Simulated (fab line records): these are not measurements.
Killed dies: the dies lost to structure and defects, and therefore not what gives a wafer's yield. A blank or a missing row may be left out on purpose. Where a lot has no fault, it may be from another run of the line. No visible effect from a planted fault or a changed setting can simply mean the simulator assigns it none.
Matching of chambers ; flow n5_finfet ; rie_diel-04 running N5_BEOL_M2_ETCH_64: 4 sister chambers
The step etches SOC in N2/H2, target depth 75 nm, overetch 22.5 nm, time 121.9 s. 20 wafers are shown with their chamber, then 10 later ones without.

## WAFERS, EACH WITH ITS CHAMBER
wafer;chamber;showerhead_plenum_p_Torr (Torr);throttle_valve_pct (%);rf_vpp_V (V)
L075.1;2;2.44;17.81;520.1
L075.2;0;2.60;18.34;526.0
L075.6;2;2.44;17.82;520.5
L076.3;0;2.60;18.34;525.1
L076.4;1;2.59;17.60;524.9
L076.5;3;2.61;17.95;525.7
L077.2;3;2.61;17.97;524.2
L077.3;0;2.59;18.37;524.0
L077.6;0;2.59;18.36;526.5
L078.1;1;2.59;17.60;524.7
L078.3;3;2.61;17.98;525.9
L078.6;0;2.59;18.37;526.9
L080.1;1;2.59;17.63;523.9
L080.4;2;2.43;17.86;520.7
L080.5;0;2.59;18.39;525.6
L083.2;0;2.59;18.40;525.8
L083.3;2;2.43;17.84;520.0
L083.5;0;2.59;18.38;524.7
L085.3;1;2.58;17.65;523.3
L085.4;3;2.60;17.59;525.1

SIGNATURES (averages over the wafers above)
reading;chamber 0;chamber 1;chamber 2;chamber 3;scatter within a chamber
showerhead_plenum_p_Torr;2.5925;2.5875;2.4350;2.6075;0.005
throttle_valve_pct;18.3687;17.6200;17.8325;17.8725;0.0842
rf_vpp_V;525.575;524.200;520.325;525.225;0.792
Rule: a wafer lies at a distance from a chamber equal to the root of the sum of squares, over the readings, of (its reading less the chamber's mean, divided by the reading's scatter). If the next closest chamber is less than 2 further off than the closest, the wafer can't be placed; otherwise it belongs to the closest. The scatter: take each reading less its chamber's mean, square it, sum over the shown wafers, divide by the number of wafers less the number of chambers, and take the root.

## WAFERS MISSING THEIR CHAMBER
wafer;showerhead_plenum_p_Torr (Torr);throttle_valve_pct (%);rf_vpp_V (V)
L085.6;2.43;17.86;522.6
L094.1;2.58;18.00;524.7
L094.2;2.57;17.68;523.9
L094.6;2.59;17.61;525.9
L095.1;2.58;18.03;525.2
L095.3;2.59;17.60;527.0
L095.5;2.59;17.61;526.8
L097.2;2.59;17.61;526.4
L097.4;2.57;17.69;524.7
L097.6;2.42;17.89;519.9

## WHICH CHAMBER EACH ONE RAN IN
wafer;from the rows above;in truth
L085.6;2;2
L094.1;can't be placed: 1 or 0 or 3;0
L094.2;1;1
L094.6;1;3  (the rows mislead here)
L095.1;can't be placed: 0 or 1 or 3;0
L095.3;can't be placed: 1 or 3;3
L095.5;can't be placed: 1 or 3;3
L097.2;1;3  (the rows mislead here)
L097.4;1;1
L097.6;2;2
Placed correctly: 4 of 10. Not placeable from these rows: 4 (in 4, the candidates include the true chamber). Placed wrongly: 2.
